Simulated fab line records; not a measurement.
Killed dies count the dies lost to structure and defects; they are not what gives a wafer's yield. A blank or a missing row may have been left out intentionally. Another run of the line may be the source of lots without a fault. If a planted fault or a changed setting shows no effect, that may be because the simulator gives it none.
fab line records    flow n5_finfet
record lots=11  wafers=33  last_day=19
route steps=1938 shown BEOL_M9@1445 PASSIVATION@1936
lots untouched by any fault: they come from a run of this same line in which no faults occurred
start_h: hours from the record's opening day to when the first of the lot's shown wafers began    wait_h: hours elapsed since this lot's preceding step    " unchanged from the row above    L1.1+2: a row that stands for several wafers    - value missing, or start not given    * or withheld: withheld    < > ~ a bound
route shown NAME@n: a module of which the file shows steps, and the number in the route of the first    usual: mean/standard deviation of fault-free wafers    same: alike in all rows    chamber/n: place in a boat    sites: each site's reading    _std_site: how widely they spread, as a standard deviation    _edge_site: the outer-site mean with the inner-site mean subtracted    radius_mm: how far each site lies from the wafer's centre    mask NAME#n: copy n    behind: the tool/chamber that last shaped the wafer    hold: cause of the lot's hold/its duration in hours/its outcome    device: the transistor (n, p or np) that didn't switch    end of line: the route-end tests of the same wafers    a step without rows: its recipe alone    killed: dies lost to structure and defects at the first sort, not the wafer's yield    map: shows each die of a wafer: x if killed, . if not, _ if none is there
set.NAME: the setting that was run; set.NAME@STEP: the one run at that earlier step    model.NAME: the simulator's own value behind a step, which no gauge read
steps of the route over a sample of lots; a table a step, a row a wafer
services: a tool's chamber out of use, with start hour (start_h, from the record's first day; less than 0 if before it), hours out, and reason
## steps
# step N5_BEOL_M9_STRIP_36
# recipe chemistry=N2/H2  power_w=450  temp_c=40  pressure_mtorr=20  rf_frequency_hz=6e+07  overash_fraction=0.3  bias_power_w=7  h2_frac=0.5  n2_flow_sccm=200  h2_flow_sccm=200
# usual drypump_motor_current_A=6.0/0.49  oes_product_au=0.77/0.094  rf_vpp_V=59.0/1.5  showerhead_plenum_p_Torr=2.52/0.076  throttle_valve_pct=23.69/0.27
lot.wafer  tool         chamber  start_h  wait_h  drypump_motor_current_A  oes_product_au  rf_hours_counter_h  rf_vpp_V  showerhead_plenum_p_Torr  throttle_valve_pct
L297.2     rie_diel-02  1        231.71   0.0     5.7                      0.70            188                 62.5      2.63                      23.73
L297.3     "            2        "        "       5.9                      0.69            230                 59.3      2.51                      23.58
L297.5     "            2        "        "       5.8                      0.70            -                   60.0      2.51                      23.59
L295.2     rie_diel-02  2        236.79   0.0     5.8                      0.68            232                 60.9      2.51                      23.58
L295.3     "            3        "        "       6.5                      0.77            127                 58.9      2.44                      24.16
L295.5     "            2        "        "       5.8                      0.68            -                   61.9      2.51                      23.58
L298.3     rie_diel-06  3        247.80   0.0     5.5                      0.71            187                 59.3      2.62                      23.84
L298.4     "            0        "        "       6.5                      0.89            -                   58.3      2.57                      23.59
L298.6     "            2        "        "       6.7                      0.70            -                   57.4      2.40                      23.77
L296.3     rie_diel-02  1        248.18   0.0     5.7                      0.69            193                 62.1      2.63                      23.72
L296.4     "            2        "        "       5.9                      0.69            235                 60.1      2.51                      23.56
L296.5     "            2        "        "       5.9                      0.69            -                   58.4      2.51                      23.56
L300.3     rie_diel-05  2        281.91   0.0     6.7                      0.95            5                   61.2      2.51                      23.22
L300.4     "            1        "        "       5.7                      0.66            234                 58.6      2.41                      24.08
L300.5     "            3        "        "       5.2                      0.71            -                   59.2      2.50                      23.74
L304.4     rie_diel-05  3        283.90   0.0     5.2                      0.71            227                 58.2      2.50                      23.72
L304.5     "            3        "        "       5.2                      0.72            -                   59.7      2.50                      23.68
L304.6     "            0        "        "       6.0                      0.88            -                   58.7      2.58                      23.20
L305.1     rie_diel-06  1        287.74   0.0     5.8                      0.74            171                 58.0      2.44                      23.45
L305.2     "            3        "        "       5.6                      0.69            196                 59.0      2.62                      23.85
L305.6     "            1        "        "       5.8                      0.76            -                   58.4      2.44                      23.47
L306.2     rie_diel-05  1        303.94   0.0     5.7                      0.67            240                 59.3      2.41                      24.10
L306.3     "            2        "        "       6.8                      0.93            10                  60.2      2.51                      23.23
L306.4     "            3        "        "       5.2                      0.70            233                 61.7      2.50                      23.72
L310.1     rie_diel-05  2        312.65   0.0     6.7                      0.94            13                  57.4      2.51                      23.23
L310.2     "            0        "        "       5.9                      0.85            46                  59.2      2.58                      23.24
L310.4     "            3        "        "       5.2                      0.70            235                 56.9      2.49                      23.73
L317.2     rie_diel-05  0        379.52   0.0     6.0                      0.84            71                  59.2      2.57                      23.24
L317.4     "            3        "        "       5.2                      0.98            -                   59.0      2.49                      23.58
L317.6     "            0        "        "       6.0                      0.83            -                   56.3      2.57                      23.26
L315.3     rie_diel-06  1        389.12   0.0     5.8                      0.71            203                 56.7      2.43                      23.52
L315.4     "            2        "        "       6.7                      0.94            14                  58.0      2.71                      23.62
L315.5     "            2        "        "       6.7                      0.96            -                   58.3      2.71                      23.63
# step N5_BEOL_M9_CVD_78
# recipe material=Co  target_thk_a=20  temp_c=withheld  precursor=CCTBA/H2  pressure_torr=30  time_s=138.9
# usual run_length_s=161.7/0.57
lot.wafer  tool       chamber  start_h  wait_h  run_length_s  since_wet_clean_h
L297.2     cvd_co-01  2        234.94   0.0     161.2         317
L297.3     "          0        "        "       161.8         776
L297.5     "          1        "        "       161.7         -
L295.2     cvd_co-02  1        241.58   0.0     161.1         92
L295.3     "          0        "        "       162.1         1002
L295.5     "          0        "        "       162.1         -
L298.3     cvd_co-02  2        249.42   0.0     162.0         550
L298.4     "          1        "        "       160.9         -
L298.6     "          0        "        "       162.0         -
L296.3     cvd_co-01  2        249.88   0.2     161.3         332
L296.4     "          2        "        "       161.1         -
L296.5     "          0        "        "       161.7         -
L300.3     cvd_co-02  0        283.72   0.0     162.4         1044
L300.4     "          1        "        "       161.2         -
L300.5     "          0        "        "       162.6         -
L304.4     cvd_co-02  2        287.27   0.3     162.1         -
L304.5     "          0        "        "       162.1         -
L304.6     "          1        "        "       160.9         -
L305.1     cvd_co-02  1        289.11   0.2     160.9         140
L305.2     "          0        "        "       226.9         1049
L305.6     "          1        "        "       160.6         -
L306.2     cvd_co-01  0        305.67   0.1     161.6         847
L306.3     "          2        "        "       160.9         388
L306.4     "          1        "        "       161.9         -
L310.1     cvd_co-02  0        314.14   0.1     226.3         1074
L310.2     "          2        "        "       162.1         615
L310.4     "          0        "        "       226.9         -
L317.2     cvd_co-01  0        381.55   0.0     161.8         923
L317.4     "          0        "        "       161.6         -
L317.6     "          2        "        "       161.5         -
L315.3     cvd_co-02  1        390.37   0.0     160.8         241
L315.4     "          1        "        "       161.7         -
L315.5     "          2        "        "       162.2         -
# step N5_BEOL_M9_ANNEAL_51
# recipe temp_c=225  time_s=90  ambient=N2
# usual wafer_temp_C_max=226.1/0.32
lot.wafer  tool           chamber  start_h  wait_h  wafer_temp_C_max
L297.2     rtp_anneal-01  0        235.48   0.1     226.0
L297.3     "              0        "        "       225.9
L297.5     "              0        "        "       226.2
L295.2     rtp_anneal-02  0        242.00   0.1     226.1
L295.3     "              0        "        "       226.3
L295.5     "              0        "        "       226.2
L298.3     rtp_anneal-02  0        249.86   0.2     225.6
L298.4     "              0        "        "       226.0
L298.6     "              0        "        "       226.2
L296.3     rtp_anneal-02  0        250.98   0.7     226.2
L296.4     "              0        "        "       226.5
L296.5     "              0        "        "       226.7
L300.3     rtp_anneal-02  0        284.64   0.6     226.4
L300.4     "              0        "        "       226.3
L300.5     "              0        "        "       226.2
L304.4     rtp_anneal-01  0        287.76   0.2     225.9
L304.5     "              0        "        "       225.8
L304.6     "              0        "        "       225.7
L305.1     rtp_anneal-02  0        289.54   0.1     226.2
L305.2     "              0        "        "       226.4
L305.6     "              0        "        "       226.2
L306.2     rtp_anneal-02  0        306.18   0.1     226.1
L306.3     "              0        "        "       226.1
L306.4     "              0        "        "       226.1
L310.1     rtp_anneal-01  0        314.74   0.3     225.6
L310.2     "              0        "        "       226.0
L310.4     "              0        "        "       225.4
L317.2     rtp_anneal-02  0        382.31   0.3     226.3
L317.4     "              0        "        "       226.2
L317.6     "              0        "        "       226.0
L315.3     rtp_anneal-02  0        390.89   0.2     226.5
L315.4     "              0        "        "       226.3
L315.5     "              0        "        "       226.2
# step N5_BEOL_M9_DEP_56
# recipe material=SiCN  target_thk_a=150  temp_c=withheld  precursor=3MS/NH3  pressure_torr=3  rf_w=202  time_s=26.5
# usual showerhead_plenum_p_Torr=3.655/0.015  throttle_valve_pct=9.3/0.42
lot.wafer  tool      chamber  start_h  wait_h  showerhead_plenum_p_Torr  since_wet_clean_h  throttle_valve_pct
L297.2     pecvd-04  0        236.09   0.0     3.631                     1302               9.0
L297.3     "         2        "        "       3.662                     548                9.2
L297.5     "         0        "        "       3.644                     -                  9.2
L295.2     pecvd-04  2        242.61   0.0     3.669                     555                9.2
L295.3     "         0        "        "       3.631                     1309               9.1
L295.5     "         0        "        "       3.642                     -                  9.1
L298.3     pecvd-01  1        250.44   0.0     3.680                     1861               10.4
L298.4     "         1        "        "       3.672                     -                  10.2
L298.6     "         2        "        "       3.666                     -                  8.9
L296.3     pecvd-03  1        251.56   0.0     3.671                     1680               9.8
L296.4     "         0        "        "       3.652                     -                  9.1
L296.5     "         2        "        "       3.662                     -                  8.9
L300.3     pecvd-04  2        285.27   0.0     3.657                     598                9.4
L300.4     "         0        "        "       3.629                     -                  9.2
L300.5     "         1        "        "       3.643                     -                  9.2
L304.4     pecvd-04  0        288.31   0.0     3.630                     -                  9.2
L304.5     "         1        "        "       3.653                     -                  9.4
L304.6     "         2        "        "       3.670                     -                  9.4
L305.1     pecvd-01  0        290.19   0.0     3.656                     1175               8.7
L305.2     "         2        "        "       3.672                     421                9.0
L305.6     "         2        "        "       3.657                     -                  9.1
L306.2     pecvd-04  2        306.79   0.0     3.664                     619                9.1
L306.3     "         0        "        "       3.625                     1373               9.2
L306.4     "         0        "        "       3.633                     -                  9.0
L310.1     pecvd-03  0        315.39   0.0     3.651                     1019               8.9
L310.2     "         2        "        "       3.664                     265                8.8
L310.4     "         0        "        "       3.666                     -                  8.8
L317.2     pecvd-04  0        382.93   0.0     3.629                     1449               9.2
L317.4     "         1        "        "       3.644                     -                  9.5
L317.6     "         0        "        "       3.627                     -                  8.8
L315.3     pecvd-04  0        391.67   0.0     3.633                     -                  9.1
L315.4     "         2        "        "       3.653                     -                  9.3
L315.5     "         0        "        "       3.632                     -                  9.3
# step N5_PASSIVATION_PROBE_49
# usual defect_limited_yield=91.3/1.4  killed_at_M0_to_M3=33/11  killed_at_M4_up=15/6.2  killed_at_contacts=13/6.5  killed_at_front_end=38/11  killed_at_other=3.4/2.6  killed_dies=102/17  killed_open=67/12  killed_short=34/7.9  sort_bin_5_function=5.1/0.88  sort_bin_6_memory=3.3/0.65  sort_bin_8_speed=0.00/0.0099  sort_n_pass=1078/17  sort_yield_pct=91.3/1.4
# same gross_dies=1180  killed_at_back_side=0  sort_bin_4_leakage[%]=0
lot.wafer  tool       chamber  start_h  wait_h  defect_limited_yield[%]  killed_at_M0_to_M3  killed_at_M4_up  killed_at_contacts  killed_at_front_end  killed_at_other  killed_dies  killed_open  killed_short  sort_bin_5_function[%]  sort_bin_6_memory[%]  sort_bin_8_speed[%]  sort_n_pass  sort_yield_pct[%]
L297.2     prober-02  -        295.00   0.1     88.9                     49                  14               20                  45                   3                131          90           41            7.1                     3.5                   0                    1049         88.9
L297.3     prober-02  -        295.05   0.1     89.1                     43                  23               15                  43                   5                129          85           43            6.4                     4.2                   0                    1051         89.1
L297.5     prober-02  -        295.15   0.2     90.2                     44                  21               20                  29                   2                116          75           39            5.4                     4.2                   0                    1064         90.2
L295.2     prober-02  -        297.64   0.1     92.2                     34                  4                10                  43                   1                92           65           27            4.8                     3.0                   0                    1088         92.2
L295.3     prober-02  -        297.69   0.1     92.5                     34                  3                12                  37                   3                89           48           36            4.2                     2.7                   0                    1091         92.5
L295.5     prober-02  -        297.79   0.2     90.5                     46                  14               21                  29                   2                112          73           39            5.7                     3.7                   0                    1068         90.5
L298.3     prober-02  -        310.72   0.1     88.6                     73                  15               13                  30                   3                134          84           47            6.6                     4.3                   0                    1046         88.6
L298.4     prober-02  -        310.77   0.2     89.5                     53                  10               20                  38                   3                124          70           51            5.9                     4.1                   0                    1056         89.5
L298.6     prober-02  -        310.87   0.3     92.6                     33                  12               8                   30                   4                87           61           25            4.2                     2.9                   0                    1093         92.6
L296.3     prober-02  -        315.83   0.1     92.4                     21                  14               18                  32                   5                90           57           31            4.4                     2.9                   0                    1090         92.4
L296.4     prober-02  -        315.88   0.2     90.6                     54                  11               9                   31                   6                111          71           36            6.0                     3.1                   0                    1069         90.6
L296.5     prober-02  -        315.93   0.2     92.2                     37                  15               7                   28                   5                92           62           28            4.6                     3.0                   0                    1088         92.2
L300.3     prober-01  -        346.12   0.1     90.5                     48                  11               17                  31                   5                112          73           36            5.0                     3.8                   0                    1068         90.5
L300.4     prober-01  -        346.17   0.2     91.4                     36                  10               18                  29                   9                102          76           26            5.5                     3.1                   0                    1078         91.4
L300.5     prober-01  -        346.22   0.2     90.9                     31                  19               24                  27                   6                107          80           26            5.1                     3.6                   0                    1073         90.9
L305.1     prober-02  -        346.66   0.0     91.6                     48                  15               13                  22                   1                99           66           33            4.7                     3.2                   0                    1081         91.6
L305.2     prober-02  -        346.71   0.1     91.2                     40                  23               7                   32                   2                104          65           39            5.3                     3.3                   0                    1076         91.2
L305.6     prober-02  -        346.91   0.3     90.3                     25                  29               16                  43                   1                114          82           32            5.3                     4.1                   0                    1066         90.3
L304.4     prober-02  -        351.51   0.2     93.1                     33                  10               3                   34                   1                81           48           32            3.8                     2.7                   0                    1099         93.1
L304.5     prober-02  -        351.56   0.2     92.9                     29                  18               3                   32                   2                84           56           28            4.1                     3.0                   0                    1096         92.9
L304.6     prober-02  -        351.61   0.3     91.0                     37                  16               8                   41                   4                106          62           43            5.3                     3.4                   0                    1074         91.0
L306.2     prober-02  -        363.71   0.1     92.5                     31                  11               11                  34                   1                88           56           32            4.1                     3.1                   0                    1092         92.5
L306.3     prober-02  -        363.76   0.1     91.7                     29                  12               6                   46                   5                98           65           31            4.8                     3.2                   0                    1082         91.7
L306.4     prober-02  -        363.81   0.2     90.8                     30                  3                4                   71                   1                109          65           43            4.8                     3.5                   0.08                 1071         90.8
L310.1     prober-01  -        369.30   0.0     93.1                     21                  17               3                   41                   0                82           45           34            4.1                     2.7                   0                    1098         93.1
L310.2     prober-01  -        369.35   0.1     91.2                     34                  10               9                   48                   3                104          65           37            5.8                     2.7                   0                    1076         91.2
L310.4     prober-01  -        369.45   0.2     90.2                     23                  16               11                  63                   3                116          74           42            5.3                     4.0                   0                    1064         90.2
L317.2     prober-01  -        449.98   0.1     90.9                     34                  16               8                   43                   6                107          74           33            5.1                     3.8                   0                    1073         90.9
L317.4     prober-01  -        450.08   0.2     91.0                     42                  14               18                  29                   3                106          72           34            4.7                     4.1                   0                    1074         91.0
L317.6     prober-01  -        450.18   0.3     90.7                     32                  25               5                   39                   9                110          67           43            6.0                     3.1                   0                    1070         90.7
L315.3     prober-02  -        455.84   0.1     94.4                     27                  9                6                   22                   2                66           41           25            3.1                     2.5                   0                    1114         94.4
L315.4     prober-02  -        455.89   0.2     93.6                     26                  14               4                   31                   1                76           52           24            3.7                     2.6                   0                    1104         93.6
L315.5     prober-02  -        455.94   0.2     93.7                     24                  22               6                   22                   0                74           43           31            3.6                     2.5                   0                    1106         93.7
# killed by level:class
L297.2 MOL_CONTACT_COAG:geometric_particle:open=14 STI_FIN_REVEAL:geometric_particle:open=13 BEOL_M0_SAQP:geometric_particle:open=11 BEOL_M0_SAQP:geometric_particle:short=11 BEOL_M1:geometric_particle:open=9 BEOL_M2:geometric_particle:open=9 BEOL_M0:geometric_particle:open=6 BEOL_M4:geometric_particle:open=6
L297.3 FIN_SAQP:geometric_particle:short=11 MOL_CONTACT_COAG:geometric_particle:open=11 FIN_SAQP:geometric_particle:open=10 BEOL_M0_SAQP:geometric_particle:open=10 BEOL_M4:geometric_particle:open=9 BEOL_M0_SAQP:geometric_particle:short=9 BEOL_M1:geometric_particle:open=8 STI_FIN_REVEAL:geometric_particle:open=6
L297.5 MOL_CONTACT_COAG:geometric_particle:open=15 BEOL_M0_SAQP:geometric_particle:open=15 BEOL_M0_SAQP:geometric_particle:short=14 BEOL_M4:geometric_particle:open=8 FIN_SAQP:geometric_particle:short=7 BEOL_M3:geometric_particle:open=6 MOL_CONTACT_COAG:geometric_particle:short=5 DUMMY_GATE:geometric_particle:open=4
L295.2 BEOL_M0_SAQP:geometric_particle:open=12 STI_FIN_REVEAL:geometric_particle:open=10 DUMMY_GATE:geometric_particle:open=8 BEOL_M0_SAQP:geometric_particle:short=8 MOL_CONTACT_COAG:geometric_particle:open=7 BEOL_M2:geometric_particle:open=7 GATE_CUT:geometric_particle:short=6 GATE_CUT:geometric_particle:open=6
L295.3 BEOL_M0_SAQP:geometric_particle:short=13 STI_FIN_REVEAL:geometric_particle:open=10 MOL_CONTACT_COAG:geometric_particle:open=9 BEOL_M0_SAQP:geometric_particle:open=8 GATE_CUT:geometric_particle:short=6 GATE_CUT:geometric_particle:open=4 BEOL_M3:geometric_particle:open=4 HKMG_FIN:area_etch=4
L295.5 MOL_CONTACT_COAG:geometric_particle:open=18 BEOL_M2:geometric_particle:open=11 BEOL_M0_SAQP:geometric_particle:open=9 BEOL_M0_SAQP:geometric_particle:short=8 BEOL_M4:geometric_particle:open=7 FIN_SAQP:geometric_particle:short=6 DUMMY_GATE:geometric_particle:open=5 STI_FIN_REVEAL:geometric_particle:open=4
L298.3 BEOL_M0_SAQP:geometric_particle:open=19 BEOL_M0_SAQP:geometric_particle:short=14 BEOL_M2:geometric_particle:open=12 MOL_CONTACT_COAG:geometric_particle:open=11 BEOL_M1:geometric_particle:open=11 BEOL_M4:geometric_particle:short=7 BEOL_M3:geometric_particle:open=6 BEOL_M4:geometric_particle:open=6
L298.4 MOL_CONTACT_COAG:geometric_particle:open=18 BEOL_M2:geometric_particle:open=13 FIN_SAQP:geometric_particle:short=8 BEOL_M0_SAQP:geometric_particle:short=7 BEOL_M0_SAQP:geometric_particle:open=6 BEOL_M2:geometric_particle:short=6 STI_FIN_REVEAL:geometric_particle:open=5 GATE_CUT:geometric_particle:short=5
L298.6 STI_FIN_REVEAL:geometric_particle:open=12 BEOL_M0_SAQP:geometric_particle:short=9 MOL_CONTACT_COAG:geometric_particle:open=7 BEOL_M0_SAQP:geometric_particle:open=7 BEOL_M2:geometric_particle:open=6 BEOL_M4:geometric_particle:open=5 BEOL_M1:geometric_particle:open=4 FIN_SAQP:geometric_particle:short=3
L296.3 MOL_CONTACT_COAG:geometric_particle:open=14 FIN_SAQP:geometric_particle:open=7 BEOL_M2:geometric_particle:open=6 FIN_SAQP:geometric_particle:short=5 BEOL_M0_SAQP:geometric_particle:short=5 STI_FIN_REVEAL:geometric_particle:short=4 BEOL_M4:geometric_particle:open=4 BEOL_M5:geometric_particle:open=4
L296.4 BEOL_M0_SAQP:geometric_particle:open=15 BEOL_M0_SAQP:geometric_particle:short=13 BEOL_M3:geometric_particle:open=13 MOL_CONTACT_COAG:geometric_particle:open=7 GATE_CUT:geometric_particle:short=6 BEOL_M1:geometric_particle:open=6 FIN_SAQP:geometric_particle:open=5 GATE_CUT:geometric_particle:open=5
L296.5 GATE_CUT:geometric_particle:open=9 BEOL_M0_SAQP:geometric_particle:open=9 BEOL_M0_SAQP:geometric_particle:short=9 BEOL_M2:geometric_particle:open=7 BEOL_M3:geometric_particle:open=6 BEOL_M1:geometric_particle:open=5 BEOL_M4:geometric_particle:open=5 BEOL_M5:geometric_particle:open=5
L300.3 MOL_CONTACT_COAG:geometric_particle:open=15 BEOL_M2:geometric_particle:open=10 BEOL_M0_SAQP:geometric_particle:open=8 BEOL_M1:geometric_particle:open=8 BEOL_M0_SAQP:geometric_particle:short=7 BEOL_M1:geometric_particle:short=6 BEOL_M4:geometric_particle:open=6 STARTING-WAFER:geometric_particle:short=6
L300.4 MOL_CONTACT_COAG:geometric_particle:open=15 BEOL_M1:geometric_particle:open=11 FIN_SAQP:geometric_particle:open=10 BEOL_M0_SAQP:geometric_particle:open=9 BEOL_M3:geometric_particle:open=6 STI_FIN_REVEAL:geometric_particle:open=5 PASS1_CAP:geometric_particle:short=4 DUMMY_GATE:geometric_particle:open=3
L300.5 MOL_CONTACT_COAG:geometric_particle:open=19 BEOL_M4:geometric_particle:open=11 BEOL_M3:geometric_particle:open=8 STARTING-WAFER:geometric_particle:open=7 BEOL_M2:geometric_particle:open=6 MOL_CONTACT_COAG:geometric_particle:short=5 BEOL_M0_SAQP:geometric_particle:open=5 DUMMY_GATE:geometric_particle:open=4
L305.1 BEOL_M3:geometric_particle:open=12 MOL_CONTACT_COAG:geometric_particle:open=11 BEOL_M1:geometric_particle:open=8 FIN_SAQP:geometric_particle:short=7 BEOL_M1:geometric_particle:short=6 BEOL_M4:geometric_particle:open=6 BEOL_M3:geometric_particle:short=5 FIN_SAQP:geometric_particle:open=4
L305.2 FIN_SAQP:geometric_particle:short=13 BEOL_M4:geometric_particle:open=11 BEOL_M0_SAQP:geometric_particle:open=7 BEOL_M3:geometric_particle:open=7 STI_FIN_REVEAL:geometric_particle:open=6 MOL_CONTACT_COAG:geometric_particle:open=6 BEOL_M0_SAQP:geometric_particle:short=5 BEOL_M2:geometric_particle:open=5
L305.6 BEOL_M4:geometric_particle:open=19 MOL_CONTACT_COAG:geometric_particle:open=15 BEOL_M1:geometric_particle:open=9 FIN_SAQP:geometric_particle:short=8 FIN_SAQP:geometric_particle:open=7 DUMMY_GATE:geometric_particle:open=7 GATE_CUT:geometric_particle:short=6 BEOL_M0_SAQP:geometric_particle:open=5
L304.4 BEOL_M0_SAQP:geometric_particle:open=11 BEOL_M0_SAQP:geometric_particle:short=9 DUMMY_GATE:geometric_particle:open=6 GATE_CUT:geometric_particle:short=5 BEOL_M4:geometric_particle:open=5 FIN_SAQP:geometric_particle:open=4 BEOL_M3:geometric_particle:open=4 FIN_SAQP:geometric_particle:short=3
L304.5 BEOL_M0_SAQP:geometric_particle:open=14 FIN_SAQP:geometric_particle:open=11 FIN_SAQP:geometric_particle:short=8 BEOL_M4:geometric_particle:open=7 BEOL_M0_SAQP:geometric_particle:short=6 BEOL_M5:geometric_particle:open=6 BEOL_M1:geometric_particle:open=3 BEOL_M4:geometric_particle:short=3
L304.6 BEOL_M0_SAQP:geometric_particle:short=11 ILD0:geometric_particle:short=10 BEOL_M4:geometric_particle:open=10 BEOL_M0_SAQP:geometric_particle:open=9 FIN_SAQP:geometric_particle:open=7 MOL_CONTACT_COAG:geometric_particle:open=7 ILD0:geometric_particle:open=4 GATE_CUT:geometric_particle:short=4
L306.2 GATE_CUT:geometric_particle:short=9 MOL_CONTACT_COAG:geometric_particle:open=8 BEOL_M0_SAQP:geometric_particle:open=8 GATE_CUT:geometric_particle:open=6 BEOL_M1:geometric_particle:open=6 STI_FIN_REVEAL:geometric_particle:open=5 BEOL_M0_SAQP:geometric_particle:short=5 BEOL_M2:geometric_particle:open=5
L306.3 GATE_CUT:geometric_particle:short=13 BEOL_M3:geometric_particle:open=9 FIN_SAQP:geometric_particle:short=8 FIN_SAQP:geometric_particle:open=7 GATE_CUT:geometric_particle:open=7 BEOL_M4:geometric_particle:open=7 BEOL_M1:geometric_particle:open=6 MOL_CONTACT_COAG:geometric_particle:open=5
L306.4 STI_FIN_REVEAL:geometric_particle:open=17 FIN_SAQP:geometric_particle:open=12 FIN_SAQP:geometric_particle:short=10 BEOL_M0_SAQP:geometric_particle:open=9 BEOL_M0_SAQP:geometric_particle:short=8 GATE_CUT:geometric_particle:short=7 GATE_CUT:geometric_particle:open=6 STI_FIN_REVEAL:geometric_particle:short=5
L310.1 FIN_SAQP:geometric_particle:short=6 BEOL_M3:geometric_particle:open=6 STI_FIN_REVEAL:geometric_particle:open=5 FIN_SAQP:geometric_particle:open=4 STI_FIN_REVEAL:geometric_particle:short=4 ILD0:geometric_particle:short=4 BEOL_M0_SAQP:geometric_particle:short=4 BEOL_M6:geometric_particle:open=4
L310.2 STI_FIN_REVEAL:geometric_particle:open=14 BEOL_M0_SAQP:geometric_particle:open=11 BEOL_M0_SAQP:geometric_particle:short=9 MOL_CONTACT_COAG:geometric_particle:open=8 GATE_CUT:geometric_particle:short=6 GATE_CUT:geometric_particle:open=5 FIN_SAQP:geometric_particle:short=4 DUMMY_GATE:geometric_particle:open=4
L310.4 FIN_SAQP:geometric_particle:open=11 FIN_SAQP:geometric_particle:short=10 GATE_CUT:geometric_particle:short=10 BEOL_M3:geometric_particle:open=9 MOL_CONTACT_COAG:geometric_particle:open=9 DUMMY_GATE:geometric_particle:open=8 BEOL_M4:geometric_particle:open=7 STI_FIN_REVEAL:geometric_particle:open=6
L317.2 FIN_SAQP:geometric_particle:short=11 BEOL_M2:geometric_particle:open=11 FIN_SAQP:geometric_particle:open=9 MOL_CONTACT_COAG:geometric_particle:open=7 BEOL_M4:geometric_particle:open=7 STI_FIN_REVEAL:geometric_particle:open=5 BEOL_M3:geometric_particle:open=5 BEOL_M1:geometric_particle:open=5
L317.4 MOL_CONTACT_COAG:geometric_particle:open=14 BEOL_M3:geometric_particle:open=13 DUMMY_GATE:geometric_particle:open=9 BEOL_M2:geometric_particle:open=7 BEOL_M1:geometric_particle:open=5 FIN_SAQP:geometric_particle:short=4 GATE_CUT:geometric_particle:short=4 MOL_CONTACT_COAG:geometric_particle:short=4
L317.6 DUMMY_GATE:geometric_particle:open=9 FIN_SAQP:geometric_particle:short=8 BEOL_M4:geometric_particle:open=8 BEOL_M2:geometric_particle:open=8 FIN_SAQP:geometric_particle:open=7 BEOL_M2:geometric_particle:short=6 GATE_CUT:geometric_particle:short=5 MOL_CONTACT_COAG:geometric_particle:open=5
L315.3 BEOL_M2:geometric_particle:open=7 GATE_CUT:geometric_particle:short=6 BEOL_M3:geometric_particle:open=6 BEOL_M1:geometric_particle:open=5 MOL_CONTACT_COAG:geometric_particle:open=4 FIN_SAQP:geometric_particle:open=3 BEOL_M0_SAQP:geometric_particle:short=3 BEOL_M4:geometric_particle:open=3
L315.4 BEOL_M1:geometric_particle:open=10 FIN_SAQP:geometric_particle:open=6 DUMMY_GATE:geometric_particle:open=6 STARTING-WAFER:geometric_particle:short=6 BEOL_M4:geometric_particle:open=4 BEOL_M3:geometric_particle:open=4 STARTING-WAFER:geometric_particle:open=4 DUMMY_GATE:geometric_particle:short=3
L315.5 BEOL_M4:geometric_particle:open=10 FIN_SAQP:geometric_particle:short=8 BEOL_M0_SAQP:geometric_particle:short=5 BEOL_M0_SAQP:geometric_particle:open=4 BEOL_M1:geometric_particle:open=4 BEOL_M3:geometric_particle:open=4 BEOL_M7:geometric_particle:open=4 GATE_CUT:geometric_particle:short=3
## services
tool           chamber  start_h  hours  kind
rie_diel-06    3        216.58   5.0    repair
cvd_co-02      -        235.74   1.7    repair
rie_diel-06    1        240.99   8.6    repair
rtp_anneal-01  -        244.32   0.9    pm
rie_diel-05    2        250.56   -      clean
rie_diel-05    2        250.56   -      consumable_replace:focus_ring
rie_diel-05    2        250.56   17.4   scheduled_down
rie_diel-05    2        250.56   17.4   vent_cycle
pecvd-04       1        254.16   2.1    scheduled_down
cvd_co-01      -        267.94   1.4    repair
pecvd-01       1        276.42   5.0    repair
pecvd-03       2        282.52   4.5    repair
pecvd-03       -        284.37   1.2    repair
pecvd-04       0        319.79   5.5    scheduled_down
rie_diel-06    1        319.92   6.7    repair
cvd_co-02      -        331.18   1.1    repair
cvd_co-01      -        331.84   41.0   repair
pecvd-01       -        350.02   2.8    repair
rie_diel-06    3        357.07   4.4    repair
rie_diel-05    2        361.93   29.1   repair
pecvd-04       1        383.62   -      clean
pecvd-04       1        383.62   -      consumable_replace:showerhead
pecvd-04       1        383.62   29.0   scheduled_down
pecvd-04       1        383.62   29.0   vent_cycle
## key
first_sign step=N5_BEOL_M9_CVD_78  reading=run_length_s  direction=up  sigmas=99+  usual=*  struck=*
effect none on later readings
met_at N5_BEOL_M9_CVD_78
struck_lots L305,L310
struck_wafers L305.2,L310.1,L310.4
not_acting_at N5_BEOL_M9_STRIP_36,N5_BEOL_M9_ANNEAL_51,N5_BEOL_M9_DEP_56
onset_between 287.27 289.11
fault kind=process_parameter_drift  tool=cvd_co-02  chamber=0  onset_h=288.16  steps=N5_BEOL_M9_CVD_78  channel=time_s  offset=*  shape=step  end_h=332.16  acts_in=*  stated=*
